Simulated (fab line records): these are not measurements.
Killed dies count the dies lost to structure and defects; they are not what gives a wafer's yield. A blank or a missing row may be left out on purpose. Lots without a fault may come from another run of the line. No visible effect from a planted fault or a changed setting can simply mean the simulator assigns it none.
Chamber matching + flow n5Finfet + N5_SD_EPI_N_ETCH_16 on rieDiel-03 has 4 sister chambers
The step etches SiO2 in CHF3/O2, target depth 5 nm. 16 wafers are shown with their chamber, then 8 later ones without.

## WAFERS PAIRED WITH THEIR CHAMBERS
| wafer  | chamber | drypumpMotorCurrentA (A) | throttleValvePct (%) | rfVppV (V) |
|--------|---------|--------------------------|----------------------|------------|
| L077.1 | 0       | 5.3                      | 19.4                 | 525        |
| L077.2 | 2       | 6.3                      | 18.9                 | 526        |
| L077.4 | 1       | 5.8                      | 18.7                 | 538        |
| L078.1 | 1       | 5.8                      | 18.7                 | 539        |
| L078.2 | 2       | 6.3                      | 18.9                 | 527        |
| L078.4 | 3       | 5.1                      | 18.9                 | 521        |
| L079.1 | 0       | 5.3                      | 19.4                 | 526        |
| L079.4 | 2       | 6.3                      | 18.9                 | 527        |
| L079.6 | 0       | 5.3                      | 19.4                 | 527        |
| L083.2 | 2       | 6.3                      | 18.9                 | 527        |
| L083.5 | 0       | 5.3                      | 19.4                 | 524        |
| L083.6 | 3       | 5.2                      | 18.9                 | 520        |
| L090.1 | 3       | 5.1                      | 18.9                 | 520        |
| L090.5 | 0       | 5.3                      | 19.5                 | 525        |
| L090.6 | 1       | 5.8                      | 18.7                 | 538        |
| L091.1 | 0       | 5.3                      | 19.5                 | 526        |

SIGNATURES (means of the wafers above)
| reading              | chamber 0 | chamber 1 | chamber 2 | chamber 3 | scatter within a chamber |
|----------------------|-----------|-----------|-----------|-----------|--------------------------|
| drypumpMotorCurrentA | 5.300     | 5.800     | 6.300     | 5.133     | 0.0236                   |
| throttleValvePct     | 19.433    | 18.700    | 18.900    | 18.900    | 0.0333                   |
| rfVppV               | 525.50    | 538.33    | 526.75    | 520.33    | 0.795                    |
Rule: a wafer lies at a distance from a chamber equal to the root of the sum of squares, over the readings, of (its reading less the chamber's mean, divided by the reading's scatter). If the next closest chamber is less than 2 further off than the closest, the wafer can't be placed; otherwise it belongs to the closest. The scatter: the root of (the sum of the squares of (reading less its chamber's mean) over the shown wafers, divided by (wafers less chambers)).

## WAFERS WHOSE CHAMBER IS MISSING
| wafer  | drypumpMotorCurrentA (A) | throttleValvePct (%) | rfVppV (V) |
|--------|--------------------------|----------------------|------------|
| L091.2 | 5.1                      | 18.9                 | 521        |
| L091.4 | 6.2                      | 18.9                 | 526        |
| L093.2 | 5.2                      | 18.9                 | 520        |
| L093.4 | 6.3                      | 18.9                 | 526        |
| L093.6 | 6.3                      | 18.9                 | 527        |
| L097.1 | 5.3                      | 19.5                 | 526        |
| L097.3 | 5.8                      | 18.7                 | 537        |
| L097.6 | 5.1                      | 18.9                 | 520        |

## EACH ONE'S CHAMBER
| wafer  | from the rows above | in truth |
|--------|---------------------|----------|
| L091.2 | 3                   | 3        |
| L091.4 | 2                   | 2        |
| L093.2 | 3                   | 3        |
| L093.4 | 2                   | 2        |
| L093.6 | 2                   | 2        |
| L097.1 | 0                   | 0        |
| L097.3 | 1                   | 1        |
| L097.6 | 3                   | 3        |
Placed correctly: 8 of 8. Not placeable from these rows: 0. 0 placed wrongly.
